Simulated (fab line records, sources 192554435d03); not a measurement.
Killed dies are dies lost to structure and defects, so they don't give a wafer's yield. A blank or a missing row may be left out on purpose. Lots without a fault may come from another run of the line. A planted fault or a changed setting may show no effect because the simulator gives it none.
Chamber matching | flow n5_finfet | N5_BEOL_M0_SAQP_PECVD_04 on pecvd-02: 3 sister chambers
The step deposits a-Si from SiH4/He, target thk 60 nm, time 60.2 s. 3 wafers are shown with their chamber, then 7 later ones without.

WAFERS WITH THEIR CHAMBER
wafer  | chamber | showerhead_plenum_p_Torr (Torr)
L434.5 | 1       | 5.73
L436.2 | 2       | 5.67
L436.3 | 0       | 5.68

WAFERS WITHOUT THEIR CHAMBER
wafer  | showerhead_plenum_p_Torr (Torr)
L436.5 | 5.73
L448.3 | 5.75
L448.4 | 5.67
L448.6 | 5.74
L451.3 | 5.74
L451.5 | 5.72
L451.6 | 5.68

WHICH CHAMBER EACH WENT THROUGH
wafer  | from the rows above     | in truth
L436.5 | 1                       | 1
L448.3 | 1                       | 1
L448.4 | can't be placed: 2 or 0 | 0
L448.6 | 1                       | 1
L451.3 | 1                       | 1
L451.5 | 1                       | 1
L451.6 | can't be placed: 0 or 2 | 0
Placed correctly: 5 of 7. Can't be placed from these rows: 2 (the true chamber is among the candidates in 2). Placed wrongly: 0.
How it was worked out, from the rows above alone: a wafer's distance from a chamber is the root of the sum, over the readings, of the square of ((its reading less the chamber's mean) divided by the reading's scatter). The wafer belongs to the nearest chamber; if the next one is less than 2 further off, it can't be placed. A chamber's mean is the mean of its shown wafers. The scatter: with one shown wafer a chamber, the root of the mean of the squares of how far each hidden wafer lies from its nearest shown one.
